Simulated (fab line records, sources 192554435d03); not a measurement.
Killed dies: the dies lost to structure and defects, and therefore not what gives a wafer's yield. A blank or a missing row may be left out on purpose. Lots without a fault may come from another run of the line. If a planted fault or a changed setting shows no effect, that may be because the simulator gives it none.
fab line records	flow n5-finfet
record lots=6	wafers=18	last-day=17
route steps=1938 shown BEOL_M6@1224
lots with no fault: from the same line, run without faults
start-h: hours from the record's first day to the start of the lot's first wafer shown	wait-h: hours elapsed since this lot's preceding step	" the same as in the row above	L1.1+2: several wafers, shown together as one row	- either no value or no given start	* or withheld: withheld	< > ~ a bound
route shown NAME@n: names a module that has steps shown in the file, with the first one's number in the route	usual: mean/standard deviation of fault-free wafers	same: alike in all rows	chamber/n: place in a boat	sites: readings site by site	_std_site: how widely they spread, as a standard deviation	_edge_site: mean of outer sites minus mean of inner sites	radius-mm: for every site, how far away it sits from the centre of the wafer	mask NAME#n: copy n	behind: the most recent tool/chamber to have shaped the wafer	hold: why the lot went on hold/how many hours it stayed there/how the hold came to an end	device: transistor that didn't switch, given as n, p or np	end of line: the same wafers' tests at the end of the route	a step without rows: its recipe alone	killed: at the first sort, the dies lost to defects and structure; wafer yield is something else	map: shows each die of a wafer: x if killed, . if not, _ if none is there
set.NAME: setting as actually run; set.NAME@STEP: the setting as run at that earlier step	model.NAME: the simulator's own value behind a step, which no gauge read
lots at selected steps of the route; one table per step, one row per wafer
services: when a tool's chamber went out of use (start-h, in hours from the record's first day, below 0 if earlier), for how many hours, and the reason
## steps
# step N5_BEOL_M6_EXPOSE_25
# recipe mask-id=V5	na=0.33	source-shape=annular	sigma-inner=0.4	sigma-outer=0.8	polarization=unpolarized	target-cd-nm=40	dose-mj=45
# step N5_BEOL_M6_PEB_26
# recipe peb-temp-c=100	peb-time-s=60	resist=CAR-EUV
# step N5_BEOL_M6_DEVELOP_27
# recipe develop-time-s=30	developer=TMAH	resist=CAR-EUV	rinse-liquid=surfactant-rinse	dry=air-spin	dev-temp-c=23
# step N5_BEOL_M6_CD_MEAS_28
# recipe target-cd-nm=40	landing-energy-ev=500	detector=se-inlens
# usual cd-nm=39.99/0.23
lot.wafer	tool	chamber	start-h	wait-h	cd-nm
L995.1	cd-sem-03	0	209.27	-	39.90
L995.4	"	0	"	"	39.46
L995.6	"	0	"	"	39.76
L999.1	cd-sem-03	0	233.24	-	40.11
L999.2	"	0	"	"	40.02
L999.6	"	0	"	"	40.04
L103.2	cd-sem-03	0	254.59	-	40.05
L103.4	"	0	"	"	40.33
L103.5	"	0	"	"	40.07
L104.3	cd-sem-02	0	263.56	-	39.77
L104.4	"	0	"	"	39.67
L104.6	"	0	"	"	40.32
L113.2	cd-sem-01	0	322.87	-	40.19
L113.4	"	0	"	"	39.67
L113.6	"	0	"	"	39.56
L114.2	cd-sem-01	0	327.92	-	39.84
L114.5	"	0	"	"	39.83
L114.6	"	0	"	"	39.62
# step N5_BEOL_M6_OVL_MEAS_29
# recipe points-per-wafer=522
# usual V5_OVL=-0.5/0.63
# same points-per-wafer=522
lot.wafer	tool	chamber	start-h	wait-h	V5_OVL[nm]
L995.1	overlay-02	0	209.30	0.0	0.1
L995.4	"	0	"	"	-0.3
L995.6	"	0	"	"	0.2
L999.1	overlay-02	0	233.27	0.0	-0.5
L999.2	"	0	"	"	0.0
L999.6	"	0	"	"	-0.2
L103.2	overlay-02	0	254.63	0.0	-0.8
L103.4	"	0	"	"	-0.6
L103.5	"	0	"	"	-1.3
L104.3	overlay-02	0	263.60	0.0	-0.1
L104.4	"	0	"	"	-1.3
L104.6	"	0	"	"	-1.3
L113.2	overlay-02	0	322.91	0.0	-1.5
L113.4	"	0	"	"	-0.9
L113.6	"	0	"	"	-0.7
L114.2	overlay-01	0	327.95	0.0	-0.4
L114.5	"	0	"	"	-0.7
L114.6	"	0	"	"	-0.2
# step N5_BEOL_M6_INSPECT_30
# recipe mode=adi	inspect-instrument=brightfield
# usual raw-defect-count=407/100
lot.wafer	tool	chamber	start-h	wait-h	raw-defect-count
L995.1	defect-inspect-01	-	209.36	0.1	518
L995.4	"	-	"	"	322
L995.6	"	-	"	"	413
L999.1	defect-inspect-01	-	233.33	0.1	297
L999.2	"	-	"	"	237
L999.6	"	-	"	"	345
L103.2	defect-inspect-01	-	254.68	0.0	443
L103.4	"	-	"	"	374
L103.5	"	-	"	"	327
L104.3	defect-inspect-02	-	263.64	0.0	351
L104.4	"	-	"	"	300
L104.6	"	-	"	"	316
L113.2	defect-inspect-02	-	322.96	0.0	404
L113.4	"	-	"	"	344
L113.6	"	-	"	"	322
L114.2	defect-inspect-02	-	328.00	0.0	481
L114.5	"	-	"	"	299
L114.6	"	-	"	"	374
# step N5_BEOL_M6_DESCUM_33
# recipe chemistry=O2	time-s=7	source-power-w=50	bias-power-w=20	pressure-mtorr=20	rf-frequency-hz=2.712e+07	temp-c=40	resist=CAR-EUV	o2-flow-sccm=225
# usual chamber-pressure-mTorr=19.998/0.019	drypump-motor-current-A=5.9/0.57	oes-product-au=0.80/0.074	rf-vpp-V=243.3/1.3	showerhead-plenum-p-Torr=2.10/0.063	throttle-valve-pct=20.57/0.18
lot.wafer	tool	chamber	start-h	wait-h	chamber-pressure-mTorr	drypump-motor-current-A	oes-product-au	rf-hours-counter-h	rf-vpp-V	showerhead-plenum-p-Torr	throttle-valve-pct
L995.1	rie-diel-01	0	209.50	0.1	20.000	5.2	0.91	23	241.4	2.05	20.27
L995.4	"	2	"	"	19.999	6.8	0.75	165	242.2	2.08	20.37
L995.6	"	1	"	"	20.015	6.0	0.85	-	243.6	2.12	20.68
L999.1	rie-diel-05	3	233.45	0.1	20.008	5.9	0.91	28	245.2	2.23	20.54
L999.2	"	0	"	"	19.995	6.5	0.79	122	243.9	2.19	20.39
L999.6	"	1	"	"	19.974	6.8	0.69	-	241.2	1.99	20.58
L103.2	rie-diel-05	3	255.00	0.3	19.953	5.9	0.89	35	244.5	2.23	20.55
L103.4	"	0	"	"	19.990	6.6	0.78	129	244.2	2.19	20.38
L103.5	"	3	"	"	19.990	5.9	0.90	-	246.3	2.23	20.55
L104.3	rie-diel-05	3	263.98	0.3	20.012	6.0	0.89	38	244.8	2.23	20.54
L104.4	"	0	"	"	20.050	6.6	0.78	132	245.6	2.19	20.39
L104.6	"	2	"	"	19.984	5.7	0.83	-	242.9	2.13	20.73
L113.2	rie-diel-01	1	323.00	0.0	20.016	6.0	0.80	105	243.2	2.11	20.74
L113.4	"	2	"	"	19.991	6.8	0.71	209	242.7	2.06	20.47
L113.6	"	2	"	"	20.026	6.8	0.72	-	244.4	2.06	20.45
L114.2	rie-diel-01	0	328.24	0.2	19.998	5.2	0.85	64	242.8	2.03	20.33
L114.5	"	0	"	"	19.987	5.2	0.85	-	242.0	2.03	20.33
L114.6	"	3	"	"	20.011	5.4	0.71	-	242.0	2.08	20.82
# step N5_BEOL_M6_ETCH_72
# recipe chemistry=N2/H2	target=underlayer	target-depth-a=65	mask-material=CAR-EUV	time-s=5.2	ion-energy-ev=200	pressure-mtorr=30	source-w=840	bias-w=150	n2-flow-sccm=200	h2-flow-sccm=200	ends=cleared
# usual chamber-pressure-mTorr=30.00/0.043	drypump-motor-current-A=6.0/0.57	etch-rf-on-time-s=5.22/0.085	oes-product-au=0.68/0.065	rf-vpp-V=523.9/2.4	showerhead-plenum-p-Torr=2.55/0.073	throttle-valve-pct=17.99/0.2
lot.wafer	tool	chamber	start-h	wait-h	chamber-pressure-mTorr	drypump-motor-current-A	etch-rf-on-time-s	oes-product-au	rf-hours-counter-h	rf-vpp-V	showerhead-plenum-p-Torr	throttle-valve-pct
L995.1	rie-diel-01	0	209.54	0.0	29.97	5.2	5.23	0.77	23	520.4	2.49	17.66
L995.4	"	2	"	"	29.98	6.8	5.26	0.63	165	521.9	2.54	17.85
L995.6	"	1	"	"	30.05	6.0	5.13	0.73	-	523.3	2.58	18.04
L999.1	rie-diel-05	3	233.49	0.0	30.03	6.0	5.07	0.78	28	528.2	2.70	17.90
L999.2	"	0	"	"	30.05	6.6	5.19	0.67	122	528.2	2.66	17.77
L999.6	"	1	"	"	30.04	6.7	5.32	0.58	-	520.6	2.41	18.01
L103.2	rie-diel-05	3	255.04	0.0	29.99	5.9	5.12	0.77	35	529.4	2.70	17.92
L103.4	"	0	"	"	29.94	6.6	5.25	0.66	129	524.9	2.66	17.78
L103.5	"	3	"	"	30.05	5.9	5.15	0.78	-	527.1	2.69	17.91
L104.3	rie-diel-05	3	264.01	0.0	30.05	5.9	5.10	0.76	38	526.2	2.69	17.90
L104.4	"	0	"	"	30.01	6.5	5.24	0.66	132	528.6	2.66	17.81
L104.6	"	2	"	"	30.05	5.7	5.23	0.71	-	524.9	2.58	18.11
L113.2	rie-diel-01	1	323.03	0.0	29.96	6.0	5.16	0.68	105	523.3	2.56	18.16
L113.4	"	2	"	"	30.01	6.8	5.22	0.62	209	522.6	2.52	17.92
L113.6	"	2	"	"	30.00	6.8	5.20	0.61	-	522.3	2.52	17.91
L114.2	rie-diel-01	0	328.27	0.0	29.97	5.2	5.14	0.72	64	521.8	2.48	17.73
L114.5	"	0	"	"	29.99	5.2	5.09	0.72	-	520.8	2.48	17.73
L114.6	"	3	"	"	29.93	5.4	5.28	0.60	-	521.6	2.53	18.33
# step N5_BEOL_M6_ETCH_65
# recipe chemistry=CF4	target=SiARC	target-depth-a=156	mask-material=CAR-EUV	time-s=26	ion-energy-ev=80	pressure-mtorr=40	source-w=545	bias-w=36	Ar_flow_sccm=100	cf4-flow-sccm=100	ends=cleared
# usual chamber-pressure-mTorr=40.00/0.037	drypump-motor-current-A=5.9/0.58	etch-rf-on-time-s=26.0/0.4	oes-product-au=0.68/0.065	rf-vpp-V=184.1/1.2	showerhead-plenum-p-Torr=2.15/0.059	throttle-valve-pct=15.72/0.17
lot.wafer	tool	chamber	start-h	wait-h	chamber-pressure-mTorr	drypump-motor-current-A	etch-rf-on-time-s	oes-product-au	rf-hours-counter-h	rf-vpp-V	showerhead-plenum-p-Torr	throttle-valve-pct
L995.1	rie-diel-01	0	209.55	0.0	40.05	5.2	26.1	0.77	23	182.1	2.10	15.40
L995.4	"	2	"	"	40.00	6.8	26.4	0.63	165	185.3	2.14	15.70
L995.6	"	1	"	"	39.97	5.9	25.5	0.74	-	183.7	2.18	15.79
L999.1	rie-diel-05	3	233.50	0.0	39.95	5.9	25.5	0.78	28	185.7	2.26	15.56
L999.2	"	0	"	"	40.01	6.6	25.9	0.67	122	184.7	2.24	15.54
L999.6	"	1	"	"	39.94	6.7	26.4	0.58	-	181.7	2.04	15.79
L103.2	rie-diel-05	3	255.05	0.0	40.02	5.9	25.4	0.77	35	185.7	2.26	15.57
L103.4	"	0	"	"	40.02	6.6	26.3	0.67	129	185.4	2.24	15.54
L103.5	"	3	"	"	39.96	5.9	25.6	0.78	-	185.5	2.26	15.56
L104.3	rie-diel-05	3	264.03	0.0	40.00	5.9	25.6	0.77	38	185.9	2.26	15.58
L104.4	"	0	"	"	40.05	6.6	26.1	0.66	132	183.9	2.24	15.58
L104.6	"	2	"	"	39.96	5.7	26.1	0.72	-	184.3	2.17	15.79
L113.2	rie-diel-01	1	323.05	0.0	40.01	5.9	25.7	0.69	105	183.6	2.16	15.88
L113.4	"	2	"	"	39.99	6.8	26.3	0.61	209	183.8	2.13	15.78
L113.6	"	2	"	"	40.01	6.8	26.4	0.61	-	182.8	2.13	15.77
L114.2	rie-diel-01	0	328.29	0.0	39.98	5.2	25.7	0.73	64	183.2	2.08	15.49
L114.5	"	0	"	"	40.01	5.2	25.7	0.72	-	185.0	2.08	15.49
L114.6	"	3	"	"	40.03	5.4	26.5	0.61	-	183.6	2.12	15.98
# step N5_BEOL_M6_ETCH_66
# recipe chemistry=N2/H2	target=SOC	target-depth-a=800	overetch-a=160	mask-material=SiARC	temp-c=40	time-s=120	ion-energy-ev=200	pressure-mtorr=30	source-w=840	bias-w=150	n2-flow-sccm=200	h2-flow-sccm=200
# usual chamber-pressure-mTorr=30.001/0.024	drypump-motor-current-A=6.0/0.57	oes-product-au=0.61/0.053	rf-vpp-V=524.0/2.2	showerhead-plenum-p-Torr=2.55/0.073	throttle-valve-pct=17.95/0.2
lot.wafer	tool	chamber	start-h	wait-h	chamber-pressure-mTorr	drypump-motor-current-A	oes-product-au	rf-hours-counter-h	rf-vpp-V	showerhead-plenum-p-Torr	throttle-valve-pct
L995.1	rie-diel-01	0	209.58	0.0	30.001	5.3	0.69	23	522.8	2.49	17.62
L995.4	"	2	"	"	30.002	6.8	0.57	165	523.4	2.54	17.81
L995.6	"	1	"	"	30.007	6.0	0.65	-	523.5	2.58	18.04
L999.1	rie-diel-05	3	233.53	0.0	30.030	6.0	0.70	28	528.5	2.70	17.86
L999.2	"	0	"	"	30.021	6.6	0.60	122	526.4	2.66	17.75
L999.6	"	1	"	"	30.019	6.7	0.52	-	519.5	2.41	17.96
L103.2	rie-diel-05	3	255.08	0.0	29.935	5.9	0.69	35	528.5	2.70	17.87
L103.4	"	0	"	"	29.977	6.6	0.60	129	527.6	2.66	17.77
L103.5	"	3	"	"	29.988	5.9	0.69	-	525.9	2.70	17.85
L104.3	rie-diel-05	3	264.06	0.0	29.972	5.9	0.68	38	527.8	2.69	17.87
L104.4	"	0	"	"	30.000	6.5	0.60	132	525.7	2.66	17.77
L104.6	"	2	"	"	29.991	5.7	0.64	-	525.1	2.58	18.06
L113.2	rie-diel-01	1	323.07	0.0	29.987	5.9	0.62	105	523.9	2.56	18.09
L113.4	"	2	"	"	30.017	6.8	0.55	209	522.9	2.52	17.89
L113.6	"	2	"	"	30.036	6.9	0.55	-	522.9	2.52	17.87
L114.2	rie-diel-01	0	328.32	0.0	29.992	5.3	0.63	64	522.2	2.48	17.69
L114.5	"	0	"	"	29.984	5.2	0.65	-	521.7	2.48	17.68
L114.6	"	3	"	"	30.018	5.4	0.55	-	523.2	2.53	18.27
# step N5_BEOL_M6_STRIP_69
# recipe chemistry=N2/H2	temp-c=40	n2-flow-sccm=200	h2-flow-sccm=200	rf-frequency-hz=6e+07
# step N5_BEOL_M6_STRIP_73
# recipe chemistry=N2/H2	temp-c=40	n2-flow-sccm=200	h2-flow-sccm=200	rf-frequency-hz=6e+07
# step N5_BEOL_M6_VIA_ETCH_34
# recipe chemistry=C4F6/O2	target=SiCOH_lowk	target-depth-a=1263	mask-material=SOC	taper-deg=4	time-s=50.9	ion-energy-ev=250	pressure-mtorr=30	source-w=345	bias-w=185	Ar_flow_sccm=300	C4F6_flow_sccm=10	O2_flow_sccm=10
# usual O2_flow_sccm=10.00/0.031	chamber-pressure-mTorr=30.00/0.037	drypump-motor-current-A=6.0/0.57	oes-product-au=0.79/0.074	rf-vpp-V=662/6.2	showerhead-plenum-p-Torr=2.86/0.08	throttle-valve-pct=21.04/0.17
lot.wafer	tool	chamber	start-h	wait-h	O2_flow_sccm	chamber-pressure-mTorr	drypump-motor-current-A	oes-product-au	rf-hours-counter-h	rf-vpp-V	showerhead-plenum-p-Torr	throttle-valve-pct	model.etch.depth-nm	model.SOC_of_BEOL_M6_COAT_63.thk-nm
L995.1	rie-diel-01	0	209.68	0.0	10.00	29.98	5.2	0.90	23	653	2.79	20.72	126	54
L995.4	"	2	"	"	10.00	29.96	6.8	0.75	165	659	2.85	20.98	125	54
L995.6	"	1	"	"	9.95	30.01	6.0	0.86	-	666	2.89	21.19	126.8	54
L999.1	rie-diel-05	3	233.63	0.0	10.06	29.98	5.9	0.92	28	673	3.01	20.93	127.4	53.6
L999.2	"	0	"	"	10.00	29.97	6.6	0.78	122	672	2.99	20.89	124.9	53.8
L999.6	"	1	"	"	9.99	30.03	6.7	0.67	-	655	2.70	20.98	122.7	54
L103.2	rie-diel-05	3	255.18	0.0	9.97	29.98	5.9	0.80	35	672	3.01	20.91	105	54.8
L103.4	"	0	"	"	9.95	30.01	6.5	0.69	129	671	2.98	20.88	103.3	55
L103.5	"	3	"	"	9.98	30.02	5.9	0.80	-	673	3.01	20.92	104.9	54.8
L104.3	rie-diel-05	3	264.16	0.0	10.01	30.00	6.0	0.80	38	672	3.01	20.93	104.5	55
L104.4	"	0	"	"	9.99	29.98	6.6	0.69	132	669	2.98	20.88	102.7	55.2
L104.6	"	2	"	"	10.03	30.00	5.7	0.74	-	665	2.89	21.11	103.3	55.2
L113.2	rie-diel-01	1	323.18	0.0	10.01	29.97	6.0	0.82	105	665	2.88	21.26	129.7	53.6
L113.4	"	2	"	"	9.97	30.03	6.8	0.72	209	657	2.83	21.06	125.7	53.8
L113.6	"	2	"	"	9.98	29.98	6.8	0.72	-	657	2.83	21.06	125.3	53.8
L114.2	rie-diel-01	0	328.42	0.0	10.01	30.01	5.2	0.84	64	653	2.77	20.78	127.2	54
L114.5	"	0	"	"	10.04	30.02	5.2	0.84	-	654	2.77	20.79	127.9	53.6
L114.6	"	3	"	"	10.01	30.03	5.5	0.71	-	666	2.83	21.29	124.6	54.2
# step N5_BEOL_M6_STRIP_76
# recipe chemistry=C4F6/O2	resist=SiARC	rf-frequency-hz=6e+07
## services
tool	chamber	start-h	hours	kind
rie-diel-05	-	187.38	0.9	repair
rie-diel-01	2	196.04	7.1	repair
rie-diel-01	1	201.64	6.7	repair
rie-diel-01	-	241.09	2.8	pm
rie-diel-01	0	293.16	1.2	repair
rie-diel-05	1	303.42	-	clean
rie-diel-05	1	303.42	-	consumable-replace:focus-ring
rie-diel-05	1	303.42	-	consumable-replace:showerhead
rie-diel-05	1	303.42	14.9	scheduled-down
rie-diel-05	1	303.42	14.9	vent-cycle
## key
first-sign none at tools or gauges
model-effect step=N5_BEOL_M6_VIA_ETCH_34	value=etch.depth-nm	without=126.7	struck=104
met-at N5_BEOL_M6_VIA_ETCH_34
struck-wafers L103.2,L103.4,L103.5,L104.3,L104.4,L104.6
sort-left-out L103.2,L103.4,L103.5,L104.3,L104.4,L104.6
onset-between 233.63 255.18
also-fits N5_BEOL_M6_DESCUM_33:rie-diel-05,N5_BEOL_M6_ETCH_72:rie-diel-05,N5_BEOL_M6_ETCH_65:rie-diel-05,N5_BEOL_M6_ETCH_66:rie-diel-05
fault kind=process-parameter-drift	tool=rie-diel-05	chamber=-	onset-h=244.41	steps=N5_BEOL_M6_VIA_ETCH_34	channel=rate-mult	offset=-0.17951	shape=step	end-h=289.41
# sort-left-out: the simulated sort isn't trusted on such a fault, so these wafers' sort isn't shown, and their yield isn't known
